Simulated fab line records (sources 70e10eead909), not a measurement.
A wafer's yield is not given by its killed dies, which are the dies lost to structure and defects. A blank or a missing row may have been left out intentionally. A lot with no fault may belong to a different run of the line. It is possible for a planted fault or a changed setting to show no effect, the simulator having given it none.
Matching of chambers | flow nand harc | NHARC_A_STAIRCASE_DEP_301 on pecvd-03 has 3 sister chambers
The step deposits SiON, target thk 30 nm. 6 wafers are shown with their chamber, then 9 later ones without.

== WAFERS, EACH WITH ITS CHAMBER ==
wafer  | chamber | heater power w (W)
L083.1 | 0       | 695
L083.2 | 1       | 725
L083.5 | 1       | 764
L086.1 | 0       | 689
L086.2 | 2       | 822
L086.6 | 2       | 802

== WAFERS WITH NO CHAMBER GIVEN ==
wafer  | heater power w (W)
L086.3 | 880
L086.4 | 676
L086.5 | 732
L096.1 | 793
L096.2 | 759
L096.6 | 756
L097.3 | 754
L097.4 | 691
L097.6 | 759

== CHAMBER TAKEN BY EACH ==
wafer  | from the rows above     | in truth
L086.3 | 2                       | 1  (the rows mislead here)
L086.4 | 0                       | 0
L086.5 | can't be placed: 1 or 0 | 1
L096.1 | can't be placed: 2 or 1 | 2
L096.2 | 1                       | 1
L096.6 | 1                       | 1
L097.3 | 1                       | 1
L097.4 | 0                       | 0
L097.6 | 1                       | 1
6 of 9 placed correctly. Cannot be placed on the basis of these rows: 2; the candidates contain the true chamber in 2. Placed wrongly: 1.
How it was worked out, from the rows above alone: a wafer's distance from a chamber is the root of the sum, over the readings, of the square of ((its reading less the chamber's mean) divided by the reading's scatter). If the next closest chamber is less than 2 further off than the closest, the wafer can't be placed; otherwise it belongs to the closest. Each chamber's mean is taken over the wafers shown for it. How the scatter is found: for the shown wafers, subtract from each reading the mean of its chamber, square and add these, divide the total by (wafers less chambers), then take the root.
